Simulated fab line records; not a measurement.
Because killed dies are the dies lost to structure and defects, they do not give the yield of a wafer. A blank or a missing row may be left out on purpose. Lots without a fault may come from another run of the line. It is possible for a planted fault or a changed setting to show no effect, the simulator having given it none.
Matching of chambers | flow n5-finfet | 3 sister chambers for N5_BEOL_M6_ILD_DEP_00 on pecvd-04
The step deposits SiCOH lowk from DEMS/porogen, target thk 179.75 nm, time 33.4 s. 3 wafers are shown with their chamber, then 9 later ones without.

== EACH WAFER AND ITS CHAMBER ==
wafer  | chamber | throttle-valve-pct (%)
L083.3 | 2       | 13.6
L090.3 | 1       | 14.4
L090.5 | 0       | 15.0

== WAFERS WITHOUT THEIR CHAMBER ==
wafer  | throttle-valve-pct (%)
L094.1 | 14.5
L094.2 | 13.4
L094.3 | 15.2
L095.3 | 15.2
L095.5 | 14.7
L095.6 | 15.4
L096.2 | 14.5
L096.3 | 15.4
L096.5 | 14.6

== CHAMBER TAKEN BY EACH ==
wafer  | from the rows above     | in truth
L094.1 | can't be placed: 1 or 0 | 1
L094.2 | 2                       | 2
L094.3 | 0                       | 0
L095.3 | 0                       | 0
L095.5 | can't be placed: 1 or 0 | 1
L095.6 | 0                       | 0
L096.2 | can't be placed: 1 or 0 | 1
L096.3 | 0                       | 0
L096.5 | can't be placed: 1 or 0 | 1
Placed correctly: 5 of 9. Not placeable from these rows: 4 (in 4, the candidates include the true chamber). Wrongly placed: 0.
How it was worked out, from the rows above alone: a wafer's distance from a chamber is the root of the sum, over the readings, of the square of ((its reading less the chamber's mean) divided by the reading's scatter). If the next closest chamber is less than 2 further off than the closest, the wafer can't be placed; otherwise it belongs to the closest. For every chamber, the mean is computed from those of its wafers that are shown. The scatter: with one shown wafer a chamber, the root of the mean of the squares of how far each hidden wafer lies from its nearest shown one.
